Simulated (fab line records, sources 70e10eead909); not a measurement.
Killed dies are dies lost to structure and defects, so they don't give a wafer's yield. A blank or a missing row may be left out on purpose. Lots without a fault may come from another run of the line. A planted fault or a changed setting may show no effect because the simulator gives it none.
Chamber matching | flow nand_harc | NHARC_A_M0_PRE_CLEAN_31 on pecvd-04: 3 sister chambers
The step time 12 s. 6 wafers are shown with their chamber, then 7 later ones without.

WAFERS WITH THEIR CHAMBER
wafer  | chamber | heater_power_w (W)
L862.6 | 0       | 669
L861.4 | 2       | 696
L861.5 | 0       | 647
L864.4 | 2       | 669
L875.1 | 1       | 597
L875.4 | 1       | 619

WAFERS WITHOUT THEIR CHAMBER
wafer  | heater_power_w (W)
L875.5 | 648
L877.1 | 645
L877.3 | 598
L877.5 | 593
L878.3 | 687
L878.4 | 711
L878.5 | 639

WHICH CHAMBER EACH WENT THROUGH
wafer  | from the rows above          | in truth
L875.5 | can't be placed: 0 or 2 or 1 | 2
L877.1 | can't be placed: 0 or 1 or 2 | 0
L877.3 | 1                            | 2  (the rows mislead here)
L877.5 | 1                            | 1
L878.3 | can't be placed: 2 or 0      | 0
L878.4 | can't be placed: 2 or 0      | 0
L878.5 | can't be placed: 0 or 1 or 2 | 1
Placed correctly: 1 of 7. Can't be placed from these rows: 5 (the true chamber is among the candidates in 5). Placed wrongly: 1.
How it was worked out, from the rows above alone: a wafer's distance from a chamber is the root of the sum, over the readings, of the square of ((its reading less the chamber's mean) divided by the reading's scatter). The wafer belongs to the nearest chamber; if the next one is less than 2 further off, it can't be placed. A chamber's mean is the mean of its shown wafers. The scatter: the root of (the sum of the squares of (reading less its chamber's mean) over the shown wafers, divided by (wafers less chambers)).
